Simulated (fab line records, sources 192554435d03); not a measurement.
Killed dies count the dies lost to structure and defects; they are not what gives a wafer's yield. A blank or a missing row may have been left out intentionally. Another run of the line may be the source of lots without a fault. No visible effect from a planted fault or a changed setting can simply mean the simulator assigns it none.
What tool caused it? ; flow n5Finfet ; Sampling: 12 lots, 36 wafers, 6 of 1938 route steps

WHAT THE GAUGES READ, wafer by wafer
N5_BEOL_M4_INSPECT_13: inspects for defects (brightfield).
lot;measured;on;rawDefectCount
L075;day 7 18:40;defectInspect-01;262 276 468
L076;day 8 13:46;defectInspect-02;549 457 545
L079;day 9 15:12;defectInspect-02;392 416 399
L081;day 9 21:28;defectInspect-01;419 532 398
L085;day 10 03:08;defectInspect-01;323 387 274
L084;day 10 13:57;defectInspect-02;630 501 586
L086;day 10 17:24;defectInspect-02;411 355 427
L089;day 11 14:15;defectInspect-01;422 418 358
L092;day 12 04:59;defectInspect-01;355 403 309
L091;day 12 10:26;defectInspect-02;325 386 431
L095;day 13 01:43;defectInspect-02;236 288 427
L096;day 13 18:28;defectInspect-02;452 319 375

TOOL THAT RAN EACH LOT (tool first, then ch and the chambers of the sampled wafers, then the start)
lot;N5_BEOL_M3_DEGAS_44;N5_BEOL_M3_ANNEAL_82;N5_BEOL_M3_ANNEAL_89;N5_BEOL_M3_SPUTTER_92;N5_BEOL_M4_ILD_DEP_00
L075;pvdSputter-01, day 7 13:46;pvdSputter-03, day 7 15:18;pvdSputter-03, day 7 15:44;pvdSputter-03, day 7 16:06;pecvd-03 ch 0,2, day 7 17:40
L076;pvdSputter-03, day 8 08:28;pvdSputter-02, day 8 09:43;pvdSputter-02, day 8 10:10;pvdSputter-02, day 8 10:31;pecvd-03 ch 0,1, day 8 12:04
L079;pvdSputter-02, day 9 11:04;pvdSputter-02, day 9 12:09;pvdSputter-02, day 9 12:35;pvdSputter-02, day 9 12:57;pecvd-03 ch 1,2, day 9 14:30
L081;pvdSputter-01, day 9 14:30;pvdSputter-03, day 9 17:18;pvdSputter-03, day 9 17:44;pvdSputter-03, day 9 18:06;pecvd-02 ch 1,2, day 9 19:40
L085;pvdSputter-02, day 9 21:39;pvdSputter-01, day 9 23:03;pvdSputter-01, day 9 23:29;pvdSputter-01, day 9 23:51;pecvd-03 ch 0,1,2, day 10 01:24
L084;pvdSputter-01, day 10 07:22;pvdSputter-01, day 10 08:44;pvdSputter-01, day 10 09:11;pvdSputter-01, day 10 09:32;pecvd-03 ch 0,1, day 10 11:06
L086;pvdSputter-03, day 10 10:08;pvdSputter-03, day 10 11:55;pvdSputter-03, day 10 12:22;pvdSputter-03, day 10 12:43;pecvd-03 ch 1,2, day 10 14:18
L089;pvdSputter-02, day 11 09:41;pvdSputter-03, day 11 10:59;pvdSputter-03, day 11 11:25;pvdSputter-03, day 11 11:47;pecvd-04 ch 0,1,2, day 11 13:35
L092;pvdSputter-01, day 11 23:23;pvdSputter-03, day 12 00:40;pvdSputter-03, day 12 01:06;pvdSputter-03, day 12 01:28;pecvd-02 ch 0,1,2, day 12 03:10
L091;pvdSputter-01, day 12 03:59;pvdSputter-02, day 12 05:38;pvdSputter-02, day 12 06:04;pvdSputter-02, day 12 06:26;pecvd-03 ch 0,1,2, day 12 08:26
L095;pvdSputter-03, day 12 20:39;pvdSputter-01, day 12 21:51;pvdSputter-01, day 12 22:17;pvdSputter-01, day 12 22:39;pecvd-04 ch 0,2, day 13 00:12
L096;pvdSputter-02, day 13 11:31;pvdSputter-01, day 13 12:43;pvdSputter-01, day 13 13:10;pvdSputter-01, day 13 13:31;pecvd-02 ch 0,1,2, day 13 15:04
- N5_BEOL_M3_DEGAS_44: time 60 s.
- N5_BEOL_M3_ANNEAL_82: time 240 s.
- N5_BEOL_M3_ANNEAL_89: time 240 s.
- N5_BEOL_M3_SPUTTER_92: material Cu, target thk 4.5 nm, time 8.29 s.
- N5_BEOL_M4_ILD_DEP_00: deposits SiOC from DEMS/O2, target thk 79 nm, time 15.3 s.

THE ANSWER, worked out from the rows above alone
Rule: the usual values come from the lots themselves. The widest of any qualifying gaps counts: lots, ordered by their means at a reading, are off when they make up no more than a third of the lots, leave a main group of 4 or more, and stand apart from it by 3 or more times the standard deviation of that group's means. The tables above print the reading to a certain number of digits; a main group whose means all agree to those digits is not used. Also off: a lot with no number at a reading for which 4 or more lots have one. Any other lot the step has rows for is counted as sound.
Across all readings shown, no lot is off: no conclusion can be drawn from this.

WHAT WAS PUT IN BY THE SIMULATOR
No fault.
